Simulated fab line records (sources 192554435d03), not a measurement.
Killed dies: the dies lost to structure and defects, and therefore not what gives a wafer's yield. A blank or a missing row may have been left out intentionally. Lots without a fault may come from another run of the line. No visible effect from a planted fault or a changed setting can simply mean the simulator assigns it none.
Matching of chambers -- flow n5 finfet -- rie diel-01 running N5_BEOL_M2_ETCH_77: 4 sister chambers
The step etches underlayer in N2/H2, target depth 6.5 nm, time 5.2 s. 16 wafers are shown with their chamber, then 8 later ones without.

## WAFERS WITH THEIR CHAMBER
wafer,chamber,drypump motor current A (A),showerhead plenum p Torr (Torr),throttle valve pct (%)
L080.1,2,5.1,2.48,17.34
L080.3,1,5.9,2.50,17.88
L080.4,0,5.6,2.50,17.79
L085.2,3,6.5,2.69,17.89
L085.4,3,6.5,2.69,17.89
L085.6,1,5.8,2.49,17.87
L089.1,1,5.8,2.49,17.91
L089.2,3,6.5,2.69,17.91
L089.4,0,5.7,2.49,17.82
L091.1,3,6.5,2.68,17.90
L091.2,0,5.6,2.49,17.85
L091.4,1,5.8,2.49,17.93
L093.2,2,5.1,2.47,17.37
L093.4,0,5.6,2.48,17.86
L093.6,3,6.5,2.68,17.93
L094.3,3,6.6,2.68,17.94

SIGNATURES (means of the wafers above)
reading,chamber 0,chamber 1,chamber 2,chamber 3,scatter within a chamber
drypump motor current A,5.625,5.825,5.100,6.517,0.0441
showerhead plenum p Torr,2.4900,2.4925,2.4750,2.6850,0.00629
throttle valve pct,17.8300,17.8975,17.3550,17.9100,0.0257
Rule: a wafer lies at a distance from a chamber equal to the root of the sum of squares, over the readings, of (its reading less the chamber's mean, divided by the reading's scatter). If the next closest chamber is less than 2 further off than the closest, the wafer can't be placed; otherwise it belongs to the closest. The scatter: the root of (the sum of the squares of (reading less its chamber's mean) over the shown wafers, divided by (wafers less chambers)).

## WAFERS WITHOUT THEIR CHAMBER
wafer,drypump motor current A (A),showerhead plenum p Torr (Torr),throttle valve pct (%)
L094.4,5.6,2.48,17.85
L094.5,5.6,2.48,17.85
L096.1,6.4,2.68,17.96
L096.3,5.8,2.48,17.92
L096.4,5.1,2.46,17.38
L097.1,5.8,2.48,17.94
L097.3,5.6,2.48,17.87
L097.6,5.8,2.48,17.94

## CHAMBER TAKEN BY EACH
wafer,from the rows above,in truth
L094.4,0,0
L094.5,0,0
L096.1,3,3
L096.3,1,1
L096.4,2,2
L097.1,1,1
L097.3,0,0
L097.6,1,1
8 of 8 placed correctly. Number that these rows cannot place: 0. Number placed wrongly: 0.
